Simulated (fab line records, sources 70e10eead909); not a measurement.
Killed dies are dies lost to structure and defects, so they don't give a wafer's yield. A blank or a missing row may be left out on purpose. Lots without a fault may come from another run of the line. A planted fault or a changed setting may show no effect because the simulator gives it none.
Which tool did it? | flow nand_harc | 13 lots, 39 wafers sampled, at 5 steps of a route of 1302

WHAT THE GAUGES READ, wafer by wafer
NHARC_A_START_INSPECT_01. Usual: raw_defect_count 3.6, standard deviation 2.
lot  | measured     | on                | raw_defect_count | flag
L440 | day 7 01:48  | defect_inspect-02 | 2 4 7            |
L439 | day 7 02:35  | defect_inspect-01 | 6 6 2            |
L441 | day 7 15:40  | defect_inspect-02 | 2 2 4            |
L444 | day 8 21:58  | defect_inspect-02 | 2 3 3            |
L446 | day 9 16:10  | defect_inspect-01 | 3 3 2            |
L447 | day 10 01:08 | defect_inspect-01 | 8 6 8            |
L448 | day 10 07:12 | defect_inspect-01 | 5 0 1            |
L449 | day 10 20:58 | defect_inspect-02 | 3 3 9            |
L451 | day 12 02:52 | defect_inspect-01 | 5 5 2            |
L453 | day 12 20:08 | defect_inspect-01 | 3 8 6            |
L455 | day 13 16:50 | defect_inspect-01 | 4 2 4            |
L456 | day 14 06:23 | defect_inspect-02 | 4 1 3            |
L457 | day 14 14:21 | defect_inspect-01 | 3 9 8            |

NHARC_A_ZERO_WELL_CD_MEAS_10: target cd 2000 nm. Usual: cd_nm 2000.8 nm, standard deviation 2.7.
lot  | measured     | on        | cd_nm (nm)           | flag
L440 | day 7 02:38  | cd_sem-03 | 1998.0 2002.9 1998.8 |
L439 | day 7 03:19  | cd_sem-01 | 2000.8 2002.7 2001.0 |
L441 | day 7 16:31  | cd_sem-02 | 2004.5 2001.1 2002.1 |
L444 | day 8 22:41  | cd_sem-03 | 2003.5 2001.6 2003.5 |
L446 | day 9 17:01  | cd_sem-03 | 1997.8 1992.9 1995.9 |
L447 | day 10 01:58 | cd_sem-02 | 1997.8 1997.9 1995.7 |
L448 | day 10 08:02 | cd_sem-02 | 2003.2 1996.6 2000.1 |
L449 | day 10 21:48 | cd_sem-03 | 2005.0 2003.4 2001.8 |
L451 | day 12 03:43 | cd_sem-03 | 1999.2 1996.2 1998.1 |
L453 | day 12 20:59 | cd_sem-02 | 2001.8 2001.2 1997.3 |
L455 | day 13 17:40 | cd_sem-02 | 1998.6 2000.2 2003.0 |
L456 | day 14 07:13 | cd_sem-03 | 1999.0 1996.4 1997.4 |
L457 | day 14 15:05 | cd_sem-02 | 1998.4 2002.3 2001.9 |

NHARC_A_SOURCE_PLATE_THK_MEAS_09: measures by ellipsometry. Usual: thk_nm 9.8 nm, standard deviation 0.95.
lot  | measured     | on            | thk_nm (nm)    | flag
L440 | day 7 10:56  | film_metro-01 | 9.4 10.6 10.4  |
L439 | day 7 10:56  | film_metro-02 | 9.4 9.5 12.2   |
L441 | day 8 02:10  | film_metro-01 | 9.3 8.8 7.2    |
L444 | day 9 07:37  | film_metro-01 | 9.9 10.0 10.0  |
L446 | day 10 01:36 | film_metro-02 | 8.8 8.2 9.6    |
L447 | day 10 10:14 | film_metro-01 | 9.9 9.0 8.7    |
L448 | day 10 17:10 | film_metro-02 | 10.2 10.6 10.0 |
L449 | day 11 09:21 | film_metro-02 | 11.2 10.0 9.5  |
L451 | day 12 12:43 | film_metro-02 | 9.6 9.1 9.7    |
L453 | day 13 04:25 | film_metro-02 | 8.7 10.6 11.2  |
L455 | day 14 02:31 | film_metro-01 | 11.0 9.8 10.2  |
L456 | day 14 16:49 | film_metro-02 | 9.5 9.4 11.0   |
L457 | day 14 23:58 | film_metro-02 | 10.3 9.7 11.0  |

NHARC_A_SOURCE_PLATE_THK_MEAS_06: measures by ellipsometry. Usual: thk_nm 199.2 nm, standard deviation 2.2.
lot  | measured     | on            | thk_nm (nm)       | flag
L440 | day 8 00:07  | film_metro-01 | 197.9 198.7 195.1 |
L439 | day 8 00:07  | film_metro-02 | 198.2 197.5 200.1 |
L441 | day 8 15:35  | film_metro-02 | 202.6 198.5 199.0 |
L444 | day 9 21:39  | film_metro-02 | 199.2 199.2 199.5 |
L446 | day 10 14:58 | film_metro-02 | 199.4 200.4 198.9 |
L447 | day 11 00:10 | film_metro-02 | 199.3 198.9 196.7 |
L448 | day 11 05:38 | film_metro-02 | 198.2 199.2 197.1 |
L449 | day 11 21:49 | film_metro-02 | 202.6 199.8 201.5 |
L451 | day 13 01:31 | film_metro-01 | 200.9 203.0 203.8 |
L453 | day 13 20:26 | film_metro-01 | 200.9 200.2 199.2 |
L455 | day 14 15:30 | film_metro-01 | 297.6 294.4 295.1 | OFF
L456 | day 15 05:20 | film_metro-01 | 297.7 299.4 296.8 | OFF
L457 | day 15 12:59 | film_metro-01 | 197.0 197.2 197.3 |

WHICH TOOL RAN EACH LOT (tool, then ch and the chambers of the sampled wafers, then the start)
lot  | NHARC_A_SOURCE_PLATE_CVD_03
L440 | lpcvd_poly-01 ch 0, day 7 13:25
L439 | lpcvd_poly-01 ch 0, day 7 13:25
L441 | lpcvd_poly-04 ch 0, day 8 04:46
L444 | lpcvd_poly-02 ch 0, day 9 10:11
L446 | lpcvd_poly-04 ch 0, day 10 04:12
L447 | lpcvd_poly-04 ch 0, day 10 14:16
L448 | lpcvd_poly-01 ch 0, day 10 19:38
L449 | lpcvd_poly-01 ch 0, day 11 11:50
L451 | lpcvd_poly-01 ch 0, day 12 15:13
L453 | lpcvd_poly-01 ch 0, day 13 06:55
L455 | lpcvd_poly-01 ch 0, day 14 05:06
L456 | lpcvd_poly-01 ch 0, day 14 19:18
L457 | lpcvd_poly-02 ch 0, day 15 02:32
- NHARC_A_SOURCE_PLATE_CVD_03: deposits poly-Si, target thk 200 nm, time 4000 s.

WHAT THE TOOLS THEMSELVES READ (means of the sampled wafers that have a number; where no wafer has one, the mark that the record gives instead)
NHARC_A_SOURCE_PLATE_CVD_03. Usual: pressure_mtorr 200.0 mTorr, standard deviation 0.42; spike_tc_bottom_C 641.4 C, standard deviation 1.7; spike_tc_centre_C 620.1 C, standard deviation 1.2; spike_tc_lower_C 620.2 C, standard deviation 1; spike_tc_top_C 638.9 C, standard deviation 1.1; spike_tc_upper_C 620.1 C, standard deviation 1.2.
lot  | tool          | pressure_mtorr (mTorr) | spike_tc_bottom_C (C) | spike_tc_centre_C (C) | spike_tc_lower_C (C) | spike_tc_top_C (C) | spike_tc_upper_C (C) | flag
L440 | lpcvd_poly-01 | 199.9                  | 640.4                 | 619.3                 | 620.1                | 637.7              | 620.1                |
L439 | lpcvd_poly-01 | 200.7                  | 640.1                 | 619.3                 | 620.0                | 638.1              | 619.5                |
L441 | lpcvd_poly-04 | 200.1                  | 642.4                 | 620.3                 | 621.5                | 640.3              | 620.1                |
L444 | lpcvd_poly-02 | 200.3                  | 639.5                 | 621.4                 | 618.9                | 639.1              | 617.8                |
L446 | lpcvd_poly-04 | 200.1                  | 644.5                 | 620.1                 | 621.2                | 640.7              | 619.9                |
L447 | lpcvd_poly-04 | 199.8                  | 641.8                 | 620.3                 | 621.0                | 639.0              | 620.7                |
L448 | lpcvd_poly-01 | 200.1                  | 641.0                 | 618.9                 | 620.3                | 638.2              | 621.2                |
L449 | lpcvd_poly-01 | 199.5                  | 641.2                 | 619.7                 | 619.7                | 638.3              | 619.4                |
L451 | lpcvd_poly-01 | 200.4                  | 641.1                 | 619.4                 | 620.0                | 638.8              | 619.4                |
L453 | lpcvd_poly-01 | 200.4                  | 640.4                 | 619.8                 | 620.3                | 638.1              | 620.5                |
L455 | lpcvd_poly-01 | 199.9                  | 657.8                 | 636.0                 | 638.1                | 655.4              | 637.2                | OFF
L456 | lpcvd_poly-01 | 200.2                  | 656.5                 | 635.8                 | 638.0                | 655.7              | 636.4                | OFF
L457 | lpcvd_poly-02 | 200.0                  | 639.9                 | 621.7                 | 619.4                | 639.1              | 619.9                |

THE ANSWER, worked out from the rows above alone
Rule: a lot is off if the mean of its wafers that have a number lies more than 3 standard deviations from the usual mean. A lot without any number at a reading at which 4 lots or more have one is off too. The other lots that the step has rows for count as sound. The gauges are gone through in route order, then the tools' own readings, and for those a lot's mean is taken as printed above. The first step at which some lot is off is used, and at that step the reading that is off furthest; a lot without a number counts as furthest.
Off: L455, L456, at NHARC_A_SOURCE_PLATE_THK_MEAS_06 (thk_nm).
A tool fits if, at a process step before that reading, it ran every lot that is off, and no sound lot after the first of them. The gauges at NHARC_A_SOURCE_PLATE_THK_MEAS_06 aren't tried: what is off there is off at NHARC_A_SOURCE_PLATE_CVD_03 too, on other tools, and a gauge's error can't cause that. One fits: lpcvd_poly-01 at NHARC_A_SOURCE_PLATE_CVD_03. Its last sound lot is L453 (day 13 06:55), its first lot that is off L455 (day 14 05:06): a fault that began between those two fits.
The tool's own readings at NHARC_A_SOURCE_PLATE_CVD_03 bear it out: on the lots that are off they differ by more than 5 times the standard deviation of the sound lots' means. spike_tc_bottom_C reads 657.1 C there against 641.1 C on the sound lots; spike_tc_centre_C reads 635.9 C there against 620.0 C on the sound lots; spike_tc_lower_C reads 638.0 C there against 620.2 C on the sound lots; spike_tc_top_C reads 655.5 C there against 638.9 C on the sound lots; spike_tc_upper_C reads 636.8 C there against 619.9 C on the sound lots.

WHAT THE SIMULATOR HAD PUT IN
Process parameter drift: lpcvd_poly-01, from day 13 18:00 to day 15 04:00, at NHARC_A_SOURCE_PLATE_CVD_03. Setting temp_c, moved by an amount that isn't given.
Lots struck among those shown: L455, L456. The rule above found the same.
